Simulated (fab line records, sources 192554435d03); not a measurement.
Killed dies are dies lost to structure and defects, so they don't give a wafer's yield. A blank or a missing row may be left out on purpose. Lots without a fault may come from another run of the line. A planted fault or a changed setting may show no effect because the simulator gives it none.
A struck lot beside a sound one | flow n5_finfet | 36 steps out of a route of 1938
Sound: wafers L583.1, L583.2, L583.4. Struck: wafers L586.2, L586.4, L586.6. The cause comes at the end.
At each step with rows: each side's tool, then ch and its chambers, then its first start. Under that, the readings that differ: sound wafers | struck wafers | difference of the means | sigmas: that difference in standard deviations of wafers without a fault.
alike: readings whose means differ by less than 2 such deviations, and words and numbers that are the same on both sides. not compared: withheld readings, readings that some wafer has no value for, bounds like >300 that may hide the same value, and numbers for which the record gives no deviation and whose values overlap.
The two part at a step that has a row with sigmas, a row that says differs or no value, or rows on one side only. Numbers that don't overlap but have no deviation are shown without sigmas and don't part them. A reading that every wafer of one side lacks parts them only if that side has two wafers or more.

first, 9 steps without rows for these wafers: N5_STI_FIN_REVEAL_PRECLEAN_18 (cleans in SC2, time 45 s); N5_STI_FIN_REVEAL_SRD_28 (time 30 s); N5_DUMMY_GATE_PRECLEAN_00 (cleans in O3/DIW, time 60 s); N5_DUMMY_GATE_SRD_01 (time 30 s); N5_DUMMY_GATE_ALD_02 (deposits SiO2, target thk 2 nm, pulse time 1 s); N5_DUMMY_GATE_CVD_03 (deposits a-Si from SiH4, target thk 150 nm, time 8042 s); N5_DUMMY_GATE_PRECLEAN_46 (cleans in DIW, time 89.5 s); N5_DUMMY_GATE_SRD_47 (dry time 32 s); N5_DUMMY_GATE_CMP_04 (polishes a-Si).
N5_DUMMY_GATE_HM_DEP_06: deposits SiNx from DCS/NH3, target thk 80 nm, time 5141 s.
  sound on lpcvd-02 ch 1/104,1/90,1/95, day 3 00:14; struck on lpcvd-02 ch 0/45,0/54,0/64, day 3 17:58
  reading                                        | sound             | struck            | difference | sigmas
  pressure_mtorr (mTorr)                         | 300.3 300.3 300.3 | 299.2 299.2 299.2 | -1.1       | -3
  model.SiNx_of_DUMMY_GATE_HM_DEP_06.thk_nm (nm) | 82.2 82.4 82.2    | 133.6 133.4 134   | +51.4      |
  alike: spike_tc_centre_C
then, 24 steps without rows for these wafers: N5_DUMMY_GATE_PECVD_30 (deposits SiO2 from TEOS/O2, target thk 55 nm, time 10.8 s); N5_DUMMY_GATE_COAT_34 (time 60 s, resist thk 60 nm); N5_DUMMY_GATE_COAT_35 (time 60 s, resist thk 10 nm); N5_DUMMY_GATE_COAT_28 (time 60 s, resist thk 10 nm); N5_DUMMY_GATE_COAT_09 (resist thk 30 nm); N5_DUMMY_GATE_EBR_11; N5_DUMMY_GATE_SOFTBAKE_10 (time 60 s); N5_DUMMY_GATE_EXPOSE_12 (exposes mask GATE, target cd 25 nm); N5_DUMMY_GATE_PEB_13 (peb time 60 s); N5_DUMMY_GATE_DEVELOP_14 (develop time 30 s); N5_DUMMY_GATE_DESCUM_20 (chemistry O2, time 6.2 s); N5_DUMMY_GATE_ETCH_29 (etches underlayer in N2/H2, target depth 13 nm); N5_DUMMY_GATE_ETCH_36 (etches SiARC in CF4, target depth 13 nm); N5_DUMMY_GATE_ETCH_37 (etches SOC in N2/H2, target depth 60 nm, overetch 30 nm); N5_DUMMY_GATE_STRIP_38 (strips in N2/H2); N5_DUMMY_GATE_STRIP_39 (strips in N2/H2); N5_DUMMY_GATE_TRIM_49 (chemistry O2, time 29 s, target cd 14 nm); N5_DUMMY_GATE_STRIP_40 (strips in CF4); N5_DUMMY_GATE_ETCH_31 (etches SiO2 in C4F6/O2, target depth 82.5 nm, time 27.5 s); N5_DUMMY_GATE_STRIP_41 (strips in O2); N5_DUMMY_GATE_HM_OPEN_21 (chemistry CH3F/O2, target SiNx, target depth 120 nm, time 171.4 s); N5_DUMMY_GATE_ETCH_32 (etches SiO2 in CF4, target depth 3.5 nm, time 3.9 s); N5_DUMMY_GATE_ETCH_23 (etches poly-Si in HBr/Cl2/O2, target depth 41 nm, time 22.3 s); N5_DUMMY_GATE_ETCH_44 (etches poly-Si in HBr/O2, stops on SiO2, target depth 127.5 nm).
N5_ILD0_CMP_03: polishes, stops on SiNx, t overpolish 1.9 s, target thk 197.38 nm.
  sound on cmp-02 ch 1,2,3, day 3 19:40; struck on cmp-02 ch 0,1, day 4 14:52
  reading                                        | sound          | struck            | difference | sigmas
  model.SiNx_of_DUMMY_GATE_HM_DEP_06.thk_nm (nm) | 79.2 79.2 79.2 | 130.6 130.4 130.8 | +51.4      |
  alike: edge_zone_pressure_frac, motor_current_A, overpolish_run_s, platen_rpm, retaining_ring_pressure_frac, time_to_endpoint_s
-- the record jumps here: 4 days lie between the struck wafers' starts before and after (it left off in module ILD0 and takes up again in module BEOL_M4, whose first step shown is number 1111 of the route) --
N5_BEOL_M4_RC_MEAS_101:
  sound on prober-02 ch 0, day 8 01:46; struck on prober-01 ch 0, day 8 19:42
  alike: DIBL_N, DIBL_P, IOFF_N, IOFF_P, ION_N, ION_P, SS_N, SS_P, VT_N, VT_P

WHERE THEY PART
Only at N5_DUMMY_GATE_HM_DEP_06, within this record. Later steps at which nothing parts them and some readings are alike: N5_ILD0_CMP_03, N5_BEOL_M4_RC_MEAS_101.

WHY: what the simulator had put in
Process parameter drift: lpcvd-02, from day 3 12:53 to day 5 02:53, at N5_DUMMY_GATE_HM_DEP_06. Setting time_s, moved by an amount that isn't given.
